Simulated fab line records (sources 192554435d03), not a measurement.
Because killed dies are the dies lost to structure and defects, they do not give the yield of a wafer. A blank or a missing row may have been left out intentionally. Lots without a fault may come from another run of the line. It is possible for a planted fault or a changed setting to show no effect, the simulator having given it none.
fab line records	flow n5Finfet
[record] lots = 8	wafers = 24	lastDay = 18
route steps=1938 shown BEOL_M4@1111 BEOL_M5@1138 PASSIVATION@1936
lots that met no fault: taken from a fault-free run of the same line
startH: the number of hours between the record's first day and the start of the first shown wafer of the lot	waitH: hours since the lot's step before	" the same as in the row above	L1.1+2: one row covering several wafers at once	- no value, or no start given	* or withheld: withheld	< > ~ a bound
route shown NAME@n: names a module that has steps shown in the file, with the first one's number in the route	usual: mean/standard deviation taken from wafers without a fault	same: alike in all rows	chamber/n: place in a boat	sites: per-site readings	_std_site: standard deviation of those values	_edge_site: mean of outer sites minus mean of inner sites	radiusMm: for every site, how far away it sits from the centre of the wafer	mask NAME#n: copy n	behind: tool/chamber where the wafer was last shaped	hold: what put the lot on hold/how long, in hours/how the hold closed	device: which transistor (n, p or np) failed to switch	end of line: the tests these same wafers got at the end of their route	a step with no rows: only its recipe	killed: count of dies lost to structure and defects at first sort (not the wafer's yield)	map: a wafer's dies, marking killed ones x, the rest . and places with no die _
set.NAME: the setting the step ran with; set.NAME@STEP: the setting that earlier step ran with	model.NAME: the simulator's own value behind a step, which no gauge read
steps of the route over a sample of lots; a table a step, a row a wafer
services: the hour from which a tool's chamber was out of use, counted from the record's first day as startH (under 0 if before that day), plus the number of hours and why
[[steps]]
[step N5_BEOL_M4_RC_MEAS_101]
[usual] DIBL_N = 35.9/1.3	DIBL_P = 36.3/1.5	IOFF_N = 0.153/0.023	IOFF_P = 0.208/0.028	ION_N = 672/9.7	ION_P = 462/6.6	SS_N = 71.5/0.53	SS_P = 73.3/0.59	VT_N = 250.4/2.7	VT_P = -250.5/3
lot.wafer	tool	chamber	startH	waitH	DIBL_N[mV/V]	DIBL_P[mV/V]	IOFF_N[nA/um]	IOFF_P[nA/um]	ION_N[uA/um]	ION_P[uA/um]	SS_N[mV/dec]	SS_P[mV/dec]	VT_N[mV]	VT_P[mV]
L714.1	prober-01	0	223.00	0.0	36.8	37.2	0.170	0.235	681	470	72.2	73.8	248.3	-249.1
L714.2	"	0	"	"	36.9	35.8	0.168	0.222	685	469	70.7	73.4	248.3	-250.4
L714.4	"	0	"	"	35.7	35.7	0.149	0.217	671	467	71.8	73.9	252.0	-249.9
L725.2	prober-01	0	279.33	0.2	34.7	36.2	0.135	0.171	677	456	71.2	72.8	253.7	-255.0
L725.3	"	0	"	"	35.2	36.0	0.140	0.176	667	455	71.5	73.7	252.1	-255.3
L725.6	"	0	"	"	34.3	35.4	0.126	0.161	663	456	71.2	73.0	253.5	-255.1
L724.1	prober-02	0	279.92	0.0	36.5	37.9	0.160	0.218	675	461	70.8	73.0	251.5	-249.8
L724.2	"	0	"	"	36.5	37.4	0.157	0.206	682	459	71.5	73.5	254.7	-253.8
L724.5	"	0	"	"	36.9	37.7	0.169	0.215	669	455	71.6	73.4	251.7	-250.4
L727.3	prober-01	0	303.42	0.8	33.7	34.3	0.136	0.213	665	462	70.9	73.3	251.6	-247.8
L727.5	"	0	"	"	33.9	34.7	0.137	0.212	670	466	70.4	72.4	250.3	-248.5
L727.6	"	0	"	"	34.0	35.1	0.144	0.223	686	476	71.5	73.6	251.4	-245.7
L726.1	prober-02	0	304.84	0.0	34.6	34.6	0.142	0.180	679	461	70.4	72.8	248.7	-251.5
L726.3	"	0	"	"	36.1	35.9	0.158	0.198	679	460	71.5	73.5	250.2	-250.3
L726.4	"	0	"	"	35.8	36.2	0.146	0.207	666	456	71.8	73.4	252.1	-248.1
L728.1	prober-01	0	309.20	0.0	35.8	38.0	0.168	0.216	673	462	71.5	73.4	249.3	-252.6
L728.2	"	0	"	"	32.8	34.6	0.121	0.176	669	460	71.3	72.8	251.3	-253.5
L728.6	"	0	"	"	34.9	37.1	0.152	0.203	685	474	71.5	73.5	252.4	-249.4
L729.2	prober-02	0	313.32	0.2	37.1	38.5	0.190	0.239	690	472	71.4	74.4	247.0	-248.6
L729.3	"	0	"	"	36.4	37.5	0.170	0.215	691	468	71.4	74.6	248.6	-250.0
L729.5	"	0	"	"	36.6	37.4	0.165	0.209	679	462	71.7	73.0	249.0	-248.8
L731.1	prober-02	0	336.40	0.0	35.8	35.8	0.145	0.211	689	473	70.6	72.9	248.5	-249.6
L731.4	"	0	"	"	35.0	34.7	0.134	0.189	679	469	70.9	72.8	250.8	-249.5
L731.6	"	0	"	"	35.3	34.6	0.136	0.192	672	462	70.7	73.1	250.5	-249.6
[step N5_BEOL_M5_CD_MEAS_18]
[recipe] pitchNm = 56	targetCdNm = 28
[usual] cdNm = 27.98/0.28
lot.wafer	tool	chamber	startH	waitH	cdNm
L714.1	cdSem-02	-	226.75	0.0	28.29
L714.2	"	-	"	"	28.04
L714.4	"	-	"	"	28.26
L725.2	cdSem-01	-	282.71	0.1	27.68
L725.3	"	-	"	"	28.37
L725.6	"	-	"	"	28.01
L724.1	cdSem-03	-	282.97	0.0	27.99
L724.2	"	-	"	"	27.65
L724.5	"	-	"	"	27.89
L727.3	cdSem-03	-	309.85	0.1	28.16
L727.5	"	-	"	"	28.42
L727.6	"	-	"	"	27.90
L726.1	cdSem-01	-	310.49	0.0	27.45
L726.3	"	-	"	"	28.00
L726.4	"	-	"	"	27.60
L728.1	cdSem-02	-	313.64	0.0	28.65
L728.2	"	-	"	"	27.92
L728.6	"	-	"	"	27.91
L729.2	cdSem-03	-	316.62	0.1	27.74
L729.3	"	-	"	"	28.03
L729.5	"	-	"	"	27.91
L731.1	cdSem-02	-	339.56	0.1	27.98
L731.4	"	-	"	"	28.18
L731.6	"	-	"	"	27.69
[step N5_BEOL_M5_VIA_ETCH_34]
[recipe] chemistry = C4F6/O2	target = SiCOH_lowk	targetDepthA = 883	maskMaterial = SOC	taperDeg = 4	timeS = 39.2	ionEnergyEv = 250	pressureMtorr = 30	sourceW = 345	biasW = 185	Ar_flow_sccm = 300	C4F6_flow_sccm = 10	O2_flow_sccm = 10
[usual] C4F6_flow_sccm = 10.000/0.029	O2_flow_sccm = 10.001/0.026	biasW = 185.0/0.55	drypumpMotorCurrentA = 5.6/0.33	oes_f_703_au = 0.80/0.081	oesProductAu = 0.80/0.09	rfVppV = 664/5.9	showerheadPlenumPTorr = 2.87/0.092	throttleValvePct = 20.81/0.27
lot.wafer	tool	chamber	startH	waitH	C4F6_flow_sccm	O2_flow_sccm	biasW	drypumpMotorCurrentA	oes_f_703_au	oesProductAu	rfHoursCounterH	rfVppV	showerheadPlenumPTorr	throttleValvePct
L714.1	rieDiel-01	2	228.75	0.0	9.969	10.004	185.6	5.4	0.84	0.86	55	664	2.79	20.50
L714.2	"	0	"	"	10.030	9.985	184.5	5.8	0.83	0.82	78	653	2.88	20.51
L714.4	"	3	"	"	9.990	10.038	185.1	5.3	0.93	0.94	8	671	2.80	20.58
L725.2	rieDiel-01	2	285.81	0.0	10.013	10.051	184.8	5.4	0.82	0.83	70	665	2.79	20.53
L725.3	"	3	"	"	10.002	9.951	185.3	5.3	0.89	0.91	27	672	2.79	20.59
L725.6	"	1	"	"	10.005	9.999	184.9	5.8	0.71	0.69	-	660	2.82	21.37
L724.1	rieDiel-04	0	286.14	0.0	10.015	9.964	183.7	4.9	0.72	0.70	226	667	2.91	20.86
L724.2	"	1	"	"	9.989	9.994	184.9	5.2	0.83	0.83	89	658	2.77	21.07
L724.5	"	3	"	"	9.997	10.027	184.5	5.2	0.88	0.90	-	676	3.02	20.46
L726.1	rieDiel-02	3	312.40	0.0	10.016	10.047	184.3	5.9	0.68	0.67	253	660	2.91	21.00
L726.3	"	2	"	"	10.026	9.969	184.3	6.0	0.71	0.71	202	662	2.72	20.92
L726.4	"	1	"	"	9.957	9.973	185.6	5.7	0.87	0.88	-	669	3.02	20.76
L727.3	rieDiel-01	2	312.43	0.0	10.013	9.979	185.0	5.4	0.80	0.82	80	666	2.78	20.55
L727.5	"	1	"	"	10.009	9.996	185.1	5.7	0.70	0.69	-	662	2.81	21.38
L727.6	"	0	"	"	10.018	9.957	184.9	5.9	0.79	0.79	-	653	2.87	20.54
L728.1	rieDiel-04	1	314.76	0.0	10.015	10.004	185.0	5.2	0.83	0.82	97	656	2.76	21.08
L728.2	"	3	"	"	10.006	10.033	184.9	5.2	0.87	0.86	40	674	3.01	20.48
L728.6	"	1	"	"	10.045	9.975	184.6	5.2	0.82	0.82	-	658	2.76	21.05
L729.2	rieDiel-04	1	317.91	0.0	10.042	10.037	184.4	5.2	0.83	0.82	98	658	2.76	21.07
L729.3	"	2	"	"	9.986	10.041	184.5	5.5	0.74	0.74	204	661	2.93	20.88
L729.5	"	1	"	"	9.995	10.037	184.7	5.2	0.83	0.83	-	658	2.76	21.06
L731.1	rieDiel-01	0	341.44	0.0	10.006	10.028	186.1	5.9	0.79	0.78	116	653	2.86	20.56
L731.4	"	0	"	"	10.046	9.994	185.6	5.9	0.79	0.78	-	653	2.86	20.56
L731.6	"	3	"	"	9.991	10.014	185.5	5.3	0.86	0.86	-	672	2.78	20.62
[step N5_BEOL_M5_TRENCH_ETCH_37]
[recipe] chemistry = C4F6/O2	targetDepthA = 716.52	target = SiCOH_lowk	timeS = 24.7	ionEnergyEv = 250	pressureMtorr = 30	sourceW = 345	biasW = 185	Ar_flow_sccm = 300	C4F6_flow_sccm = 10	O2_flow_sccm = 10
[usual] C4F6_flow_sccm = 10.00/0.03	O2_flow_sccm = 10.003/0.029	biasW = 184.9/0.51	drypumpMotorCurrentA = 5.6/0.33	oes_f_703_au = 0.80/0.081	oesProductAu = 0.80/0.09	rfVppV = 664/5.7	showerheadPlenumPTorr = 2.87/0.092	throttleValvePct = 20.85/0.27
lot.wafer	tool	chamber	startH	waitH	C4F6_flow_sccm	O2_flow_sccm	biasW	drypumpMotorCurrentA	oes_f_703_au	oesProductAu	rfHoursCounterH	rfVppV	showerheadPlenumPTorr	throttleValvePct
L714.1	rieDiel-01	2	228.84	-	9.99	10.001	184.9	5.4	0.84	0.84	55	665	2.79	20.53
L714.2	"	0	"	"	10.01	10.007	184.4	5.8	0.83	0.81	78	654	2.88	20.53
L714.4	"	3	"	"	9.95	10.014	184.2	5.3	0.93	0.95	8	671	2.80	20.60
L725.2	rieDiel-01	2	285.89	-	-	-	-	-	-	-	-	-	-	-
L725.3	"	3	"	"	-	-	-	-	-	-	-	-	-	-
L725.6	"	1	"	"	-	-	-	-	-	-	-	-	-	-
L724.1	rieDiel-04	0	286.23	-	-	-	-	-	-	-	-	-	-	-
L724.2	"	1	"	"	-	-	-	-	-	-	-	-	-	-
L724.5	"	3	"	"	-	-	-	-	-	-	-	-	-	-
L726.1	rieDiel-02	3	312.48	-	10.00	10.005	184.8	5.9	0.69	0.67	253	659	2.91	21.04
L726.3	"	2	"	"	10.05	9.992	184.0	6.0	0.71	0.71	202	662	2.72	20.96
L726.4	"	1	"	"	10.02	10.026	184.5	5.8	0.87	0.87	-	668	3.02	20.79
L727.3	rieDiel-01	2	312.52	-	9.97	10.035	185.3	5.3	0.81	0.81	80	664	2.78	20.58
L727.5	"	1	"	"	10.03	10.039	184.6	5.8	0.70	0.69	-	661	2.81	21.41
L727.6	"	0	"	"	9.99	10.021	185.6	5.8	0.80	0.78	-	652	2.87	20.60
L728.1	rieDiel-04	1	314.84	-	10.05	10.023	183.6	5.2	0.83	0.82	97	658	2.76	21.12
L728.2	"	3	"	"	10.00	9.950	184.7	5.2	0.86	0.86	40	675	3.01	20.51
L728.6	"	1	"	"	9.99	9.971	184.5	5.2	0.82	0.81	-	658	2.76	21.10
L729.2	rieDiel-04	1	318.00	-	10.01	9.980	184.0	5.2	0.82	0.82	98	656	2.76	21.11
L729.3	"	2	"	"	10.05	10.045	185.4	5.5	0.74	0.73	204	662	2.93	20.92
L729.5	"	1	"	"	9.99	10.005	184.1	5.2	0.83	0.82	-	659	2.76	21.11
L731.1	rieDiel-01	0	341.53	-	9.99	9.996	184.7	5.9	0.78	0.78	116	653	2.86	20.60
L731.4	"	0	"	"	10.03	9.989	184.2	5.9	0.78	0.78	-	654	2.86	20.60
L731.6	"	3	"	"	10.03	9.978	185.5	5.3	0.85	0.87	-	671	2.78	20.65
[step N5_BEOL_M5_OCD_MEAS_38]
[usual] trenchDepthNm = 71.7/1.3
lot.wafer	tool	chamber	startH	waitH	trenchDepthNm
L714.1	ocd-02	-	228.99	-	73.2
L714.2	"	-	"	"	72.0
L714.4	"	-	"	"	72.3
L725.2	ocd-01	-	286.05	-	0.1
L725.3	"	-	"	"	0
L725.6	"	-	"	"	0.0
L724.1	ocd-01	-	286.38	-	0
L724.2	"	-	"	"	0
L724.5	"	-	"	"	0.4
L726.1	ocd-02	-	312.64	-	68.8
L726.3	"	-	"	"	70.7
L726.4	"	-	"	"	72.3
L727.3	ocd-02	-	312.68	-	72.0
L727.5	"	-	"	"	69.9
L727.6	"	-	"	"	71.3
L728.1	ocd-02	-	315.00	-	72.8
L728.2	"	-	"	"	71.9
L728.6	"	-	"	"	71.9
L729.2	ocd-02	-	318.15	-	72.2
L729.3	"	-	"	"	70.5
L729.5	"	-	"	"	72.3
L731.1	ocd-02	-	341.68	-	71.6
L731.4	"	-	"	"	72.6
L731.6	"	-	"	"	72.8
[step N5_BEOL_M5_CURE_80]
[recipe] tempC = 370	timeS = 120	ambient = DMADMS/He	material = SiCOH_lowk
[usual] lampPowerPct = 52.32/0.052	wafer_temp_C_max = 371.9/0.84
lot.wafer	tool	chamber	startH	waitH	lampPowerPct	wafer_temp_C_max
L714.1	uvCure-03	0	229.28	0.0	52.33	372.1
L714.2	"	0	"	"	52.22	372.5
L714.4	"	0	"	"	52.37	372.5
L725.2	uvCure-02	0	286.29	0.1	52.29	370.9
L725.3	"	0	"	"	52.29	370.9
L725.6	"	0	"	"	52.29	371.2
L724.1	uvCure-02	1	286.57	0.0	52.33	372.3
L724.2	"	1	"	"	52.30	371.6
L724.5	"	1	"	"	52.33	371.5
L726.1	uvCure-03	0	312.83	0.0	52.29	373.1
L726.3	"	0	"	"	52.39	372.4
L726.4	"	0	"	"	52.31	371.9
L727.3	uvCure-01	1	313.17	0.3	52.29	371.1
L727.5	"	1	"	"	52.38	371.4
L727.6	"	1	"	"	52.27	371.4
L728.1	uvCure-03	2	315.19	0.0	52.32	371.2
L728.2	"	2	"	"	52.34	371.2
L728.6	"	2	"	"	52.31	371.4
L729.2	uvCure-03	1	318.40	0.1	52.36	372.8
L729.3	"	1	"	"	52.26	372.9
L729.5	"	1	"	"	52.36	373.8
L731.1	uvCure-02	2	341.87	0.0	52.37	371.2
L731.4	"	2	"	"	52.22	371.4
L731.6	"	2	"	"	52.28	371.4
[step N5_PASSIVATION_PROBE_49]
[usual] defectLimitedYield = 91.1/1.5	killed_at_M0_to_M3 = 35/9.5	killed_at_M4_up = 13/5.2	killedAtContacts = 12/6.1	killedAtFrontEnd = 41/14	killedAtOther = 3.8/2.9	killedDies = 105/17	killedOnRim = 13/4.1	killedOpen = 70/13	killedShort = 33/8.4	sort_bin_5_function = 5.1/0.97	sort_bin_6_memory = 3.4/0.69	sortNPass = 1075/17	sortYieldPct = 91.1/1.5
[same] grossDies = 1180	killedAtBackSide = 0	sort_bin_4_leakage[%] = 0	sort_bin_8_speed[%] = 0
lot.wafer	tool	chamber	startH	waitH	defectLimitedYield[%]	killed_at_M0_to_M3	killed_at_M4_up	killedAtContacts	killedAtFrontEnd	killedAtOther	killedDies	killedOnRim	killedOpen	killedShort	sort_bin_5_function[%]	sort_bin_6_memory[%]	sortNPass	sortYieldPct[%]
L714.1	prober-01	-	333.51	0.0	90.4	50	11	10	42	0	113	13	82	31	5.8	3.6	1067	90.4
L714.2	prober-01	-	333.56	0.1	90.8	29	16	24	38	1	108	10	76	32	5.0	3.9	1072	90.8
L714.4	prober-01	-	333.66	0.2	91.6	26	13	14	45	1	99	12	66	33	5.5	2.7	1081	91.6
L724.1	prober-01	-	384.46	0.0	0	42	1090	5	40	3	1180	152	61	42	95.9	3.7	0	0
L724.2	prober-01	-	384.51	0.1	0	47	1066	5	53	9	1180	152	96	37	96.1	3.6	0	0
L724.5	prober-01	-	384.66	0.2	0	30	1095	10	42	3	1180	152	63	30	96.7	3.1	0	0
L725.2	prober-02	-	385.26	0.1	0	31	1093	18	36	2	1180	152	58	36	96.9	2.8	0	0
L725.3	prober-02	-	385.31	0.1	0	57	1066	15	40	2	1180	152	71	47	95.7	3.8	0	0
L725.6	prober-02	-	385.46	0.3	0	42	1053	43	38	4	1180	152	86	52	94.5	4.9	0	0
L727.3	prober-02	-	411.70	0.1	88.2	39	20	18	60	2	139	14	91	41	6.8	4.2	1041	88.2
L727.5	prober-02	-	411.80	0.2	92.5	26	11	11	38	3	89	10	56	27	4.1	3.1	1091	92.5
L727.6	prober-02	-	411.85	0.3	88.4	30	22	25	59	1	137	18	94	38	6.6	4.7	1043	88.4
L726.1	prober-01	-	411.93	0.0	91.0	22	4	15	61	4	106	18	78	27	5.0	3.8	1074	91.0
L726.3	prober-01	-	412.03	0.1	88.6	37	12	11	71	3	134	12	94	40	6.6	4.7	1046	88.6
L726.4	prober-01	-	412.08	0.2	90.4	25	13	7	60	8	113	11	83	30	5.9	3.4	1067	90.4
L729.2	prober-01	-	416.84	0.1	93.1	46	12	6	13	5	82	9	66	15	4.7	2.1	1098	93.1
L729.3	prober-01	-	416.89	0.1	92.1	34	11	8	33	7	93	7	55	38	3.8	3.6	1087	92.1
L729.5	prober-01	-	416.99	0.2	92.7	32	7	11	25	11	86	13	53	30	4.3	2.7	1094	92.7
L728.1	prober-01	-	417.66	0.0	92.4	38	21	8	22	1	90	8	57	30	4.7	2.8	1090	92.4
L728.2	prober-01	-	417.71	0.1	93.0	26	22	10	23	2	83	13	63	20	4.3	2.5	1097	93.0
L728.6	prober-01	-	417.91	0.3	92.4	24	25	10	30	1	90	13	56	29	4.5	2.4	1090	92.4
L731.1	prober-02	-	443.34	0.0	89.3	36	24	19	47	0	126	14	83	43	6.7	3.6	1054	89.3
L731.4	prober-02	-	443.49	0.2	87.9	38	8	10	86	1	143	26	86	57	8.0	3.6	1037	87.9
L731.6	prober-02	-	443.59	0.3	90.1	29	9	9	66	4	117	17	79	38	5.5	3.7	1063	90.1
// killed by level:class
L714.1 BEOL_M1:geometricParticle:open=18 STI_FIN_REVEAL:geometricParticle:open=13 BEOL_M2:geometricParticle:open=13 FIN_SAQP:geometricParticle:open=9 MOL_CONTACT_COAG:geometricParticle:open=8 BEOL_M0_SAQP:geometricParticle:open=5 FIN_SAQP:geometricParticle:short=4 BEOL_M1:geometricParticle:short=4
L714.2 MOL_CONTACT_COAG:geometricParticle:open=18 GATE_CUT:geometricParticle:short=9 BEOL_M2:geometricParticle:open=9 BEOL_M5:geometricParticle:open=8 FIN_SAQP:geometricParticle:short=6 MOL_CONTACT_COAG:geometricParticle:short=6 STI_FIN_REVEAL:geometricParticle:open=5 BEOL_M1:geometricParticle:open=5
L714.4 STI_FIN_REVEAL:geometricParticle:open=12 MOL_CONTACT_COAG:geometricParticle:open=12 FIN_SAQP:geometricParticle:open=8 FIN_SAQP:geometricParticle:short=5 BEOL_M2:geometricParticle:open=5 BEOL_M4:geometricParticle:open=5 BEOL_M1:geometricParticle:open=4 GATE_CUT:geometricParticle:short=4
L724.1 BEOL_M5:areaEtch=1076 BEOL_M2:geometricParticle:open=10 FIN_SAQP:geometricParticle:open=8 STI_FIN_REVEAL:geometricParticle:open=8 BEOL_M0_SAQP:geometricParticle:short=8 FIN_SAQP:geometricParticle:short=7 BEOL_M0_SAQP:geometricParticle:open=6 BEOL_M1:geometricParticle:open=6
L724.2 BEOL_M5:areaEtch=1047 BEOL_M2:geometricParticle:open=20 FIN_SAQP:geometricParticle:open=15 STI_FIN_REVEAL:geometricParticle:open=12 FIN_SAQP:geometricParticle:short=11 BEOL_M5:geometricParticle:open=8 BEOL_M0_SAQP:geometricParticle:short=7 BEOL_M3:geometricParticle:open=6
L724.5 BEOL_M5:areaEtch=1087 FIN_SAQP:geometricParticle:short=12 FIN_SAQP:geometricParticle:open=10 MOL_CONTACT_COAG:geometricParticle:open=8 BEOL_M1:geometricParticle:open=7 STI_FIN_REVEAL:geometricParticle:open=6 BEOL_M0_SAQP:geometricParticle:short=6 BEOL_M0_SAQP:geometricParticle:open=4
L725.2 BEOL_M5:areaEtch=1082 MOL_CONTACT_COAG:geometricParticle:open=14 FIN_SAQP:geometricParticle:short=11 BEOL_M1:geometricParticle:open=7 FIN_SAQP:geometricParticle:open=5 BEOL_M3:geometricParticle:open=5 DUMMY_GATE:geometricParticle:open=4 BEOL_M0_SAQP:geometricParticle:open=4
L725.3 BEOL_M5:areaEtch=1058 BEOL_M0_SAQP:geometricParticle:open=15 BEOL_M0_SAQP:geometricParticle:short=10 BEOL_M1:geometricParticle:open=10 FIN_SAQP:geometricParticle:short=9 MOL_CONTACT_COAG:geometricParticle:open=8 GATE_CUT:geometricParticle:short=7 BEOL_M2:geometricParticle:open=7
L725.6 BEOL_M5:areaEtch=1042 MOL_CONTACT_COAG:geometricParticle:open=33 BEOL_M0_SAQP:geometricParticle:open=10 MOL_CONTACT_COAG:geometricParticle:short=10 BEOL_M3:geometricParticle:open=10 GATE_CUT:geometricParticle:short=8 FIN_SAQP:geometricParticle:short=6 STI_FIN_REVEAL:geometricParticle:open=6
L727.3 MOL_CONTACT_COAG:geometricParticle:open=14 FIN_SAQP:geometricParticle:open=12 STI_FIN_REVEAL:geometricParticle:open=12 FIN_SAQP:geometricParticle:short=9 BEOL_M2:geometricParticle:open=8 BEOL_M4:geometricParticle:open=7 BEOL_M1:geometricParticle:open=7 BEOL_M3:geometricParticle:open=7
L727.5 MOL_CONTACT_COAG:geometricParticle:open=8 BEOL_M3:geometricParticle:open=8 STI_FIN_REVEAL:geometricParticle:open=6 FIN_SAQP:geometricParticle:open=5 GATE_CUT:geometricParticle:short=5 FIN_SAQP:geometricParticle:short=4 BEOL_M0_SAQP:geometricParticle:open=4 BEOL_M6:geometricParticle:open=4
L727.6 MOL_CONTACT_COAG:geometricParticle:open=23 FIN_SAQP:geometricParticle:open=16 FIN_SAQP:geometricParticle:short=13 BEOL_M0_SAQP:geometricParticle:open=10 BEOL_M0_SAQP:geometricParticle:short=7 BEOL_M4:geometricParticle:open=6 BEOL_M5:geometricParticle:open=6 STARTING-WAFER:geometricParticle:open=5
L726.1 STI_FIN_REVEAL:geometricParticle:open=33 MOL_CONTACT_COAG:geometricParticle:open=12 FIN_SAQP:geometricParticle:open=7 BEOL_M1:geometricParticle:open=7 BEOL_M0_SAQP:geometricParticle:short=5 GATE_CUT:geometricParticle:short=5 FIN_SAQP:geometricParticle:short=4 STI_FIN_REVEAL:geometricParticle:short=4
L726.3 STI_FIN_REVEAL:geometricParticle:open=19 FIN_SAQP:geometricParticle:open=12 MOL_CONTACT_COAG:geometricParticle:open=11 GATE_CUT:geometricParticle:short=10 BEOL_M0_SAQP:geometricParticle:open=10 FIN_SAQP:geometricParticle:short=9 DUMMY_GATE:geometricParticle:open=7 BEOL_M1:geometricParticle:open=6
L726.4 STI_FIN_REVEAL:geometricParticle:open=25 FIN_SAQP:geometricParticle:open=10 STI_FIN_REVEAL:geometricParticle:short=8 BEOL_M1:geometricParticle:open=8 DUMMY_GATE:geometricParticle:open=7 BEOL_M0_SAQP:geometricParticle:open=7 BEOL_M4:geometricParticle:open=6 MOL_CONTACT_COAG:geometricParticle:open=6
L729.2 BEOL_M3:geometricParticle:open=15 BEOL_M1:geometricParticle:open=14 BEOL_M0_SAQP:geometricParticle:open=8 BEOL_M2:geometricParticle:open=4 BEOL_M8:geometricParticle:open=4 STARTING-WAFER:geometricParticle:open=4 DUMMY_GATE:geometricParticle:open=3 MOL_CONTACT_COAG:geometricParticle:open=3
L729.3 FIN_SAQP:geometricParticle:short=8 BEOL_M0_SAQP:geometricParticle:open=8 BEOL_M0_SAQP:geometricParticle:short=8 FIN_SAQP:geometricParticle:open=6 MOL_CONTACT_COAG:geometricParticle:open=6 BEOL_M4:geometricParticle:open=5 SDB:geometricParticle:open=4 BEOL_M2:geometricParticle:short=4
L729.5 MOL_CONTACT_COAG:geometricParticle:open=9 DUMMY_GATE:geometricParticle:open=8 BEOL_M1:geometricParticle:open=6 STI_FIN_REVEAL:geometricParticle:open=5 BEOL_M0_SAQP:geometricParticle:open=5 BEOL_M0:geometricParticle:short=4 BEOL_M1:geometricParticle:short=4 MIM_BOT:geometricParticle:open=3
L728.1 BEOL_M3:geometricParticle:open=10 BEOL_M4:geometricParticle:open=7 BEOL_M0_SAQP:geometricParticle:open=7 MOL_CONTACT_COAG:geometricParticle:open=6 BEOL_M0_SAQP:geometricParticle:short=6 GATE_CUT:geometricParticle:short=5 STARTING-WAFER:geometricParticle:open=5 STI_FIN_REVEAL:geometricParticle:open=4
L728.2 MOL_CONTACT_COAG:geometricParticle:open=10 BEOL_M3:geometricParticle:open=9 BEOL_M4:geometricParticle:open=9 STI_FIN_REVEAL:geometricParticle:open=6 FIN_SAQP:geometricParticle:open=5 BEOL_M2:geometricParticle:open=5 FIN_SAQP:geometricParticle:short=4 BEOL_M7:geometricParticle:open=4
L728.6 BEOL_M4:geometricParticle:open=12 STI_FIN_REVEAL:geometricParticle:open=8 MOL_CONTACT_COAG:geometricParticle:open=8 HKMG_FIN:areaEtch=5 BEOL_M2:geometricParticle:short=4 BEOL_M2:geometricParticle:open=4 BEOL_M3:geometricParticle:open=4 STARTING-WAFER:geometricParticle:short=4
L731.1 MOL_CONTACT_COAG:geometricParticle:open=17 FIN_SAQP:geometricParticle:open=11 BEOL_M2:geometricParticle:open=10 FIN_SAQP:geometricParticle:short=9 BEOL_M0_SAQP:geometricParticle:short=6 BEOL_M4:geometricParticle:open=6 BEOL_M0_SAQP:geometricParticle:open=6 BEOL_M5:geometricParticle:open=6
L731.4 FIN_SAQP:geometricParticle:short=23 STI_FIN_REVEAL:geometricParticle:open=19 FIN_SAQP:geometricParticle:open=12 BEOL_M2:geometricParticle:open=12 GATE_CUT:geometricParticle:short=11 MOL_CONTACT_COAG:geometricParticle:open=10 BEOL_M0_SAQP:geometricParticle:short=9 DUMMY_GATE:geometricParticle:open=8
L731.6 STI_FIN_REVEAL:geometricParticle:open=28 FIN_SAQP:geometricParticle:short=12 BEOL_M3:geometricParticle:open=10 MOL_CONTACT_COAG:geometricParticle:open=7 DUMMY_GATE:geometricParticle:open=5 BEOL_M0_SAQP:geometricParticle:short=5 BEOL_M0_SAQP:geometricParticle:open=4 STARTING-WAFER:geometricParticle:short=4
[[services]]
tool	chamber	startH	hours	kind
uvCure-01	-	205.80	1.4	repair
uvCure-03	-	223.88	1.0	pm
uvCure-01	-	232.42	2.1	pm
rieDiel-01	2	258.46	12.2	repair
uvCure-03	-	259.79	2.1	pm
rieDiel-02	0	296.99	-	clean
rieDiel-02	0	296.99	-	consumableReplace:focusRing
rieDiel-02	0	296.99	19.5	scheduledDown
rieDiel-02	0	296.99	19.5	ventCycle
uvCure-02	-	304.13	7.5	pm
uvCure-03	-	306.34	6.0	pm
rieDiel-02	3	316.53	-	clean
rieDiel-02	3	316.53	-	consumableReplace:focusRing
rieDiel-02	3	316.53	36.0	scheduledDown
rieDiel-02	3	316.53	36.0	ventCycle
rieDiel-01	1	323.28	2.4	repair
rieDiel-01	1	325.83	-	clean
rieDiel-01	1	325.83	-	consumableReplace:focusRing
rieDiel-01	1	325.83	22.3	scheduledDown
rieDiel-01	1	325.83	22.3	ventCycle
[[key]]
[firstSign] step = N5_BEOL_M5_TRENCH_ETCH_37	reading = toolRecord	direction = missing
[effect] step = N5_BEOL_M5_OCD_MEAS_38	reading = trenchDepthNm	direction = down	sigmas = 54	usual = 71.7	struck = 0.1
[effect] step = N5_PASSIVATION_PROBE_49	reading = killed_at_M4_up	direction = up	sigmas = 99+	usual = 13	struck = 1077
[moreKillsBornAt] N5_BEOL_M5_TRENCH_ETCH_37@rieDiel-04 = 3210	N5_BEOL_M5_TRENCH_ETCH_37@rieDiel-01 = 3182
metAt N5_BEOL_M5_TRENCH_ETCH_37
struckLots L724,L725
laterRowsLeftOut L724.1,L724.2,L724.5,L725.2,L725.3,L725.6
notActingAt N5_BEOL_M5_CD_MEAS_18,N5_BEOL_M5_VIA_ETCH_34,N5_BEOL_M5_CURE_80
onsetBetween 228.84 285.89
[fault] kind = skippedStepWhole	tool = rieDiel-01,rieDiel-04	chamber = -	onsetH = 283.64	steps = N5_BEOL_M5_TRENCH_ETCH_37	scope = struckLotsOnly
// laterRowsLeftOut: the simulator's readings of these wafers behind a module that went badly wrong aren't trusted and aren't shown, but for the sort
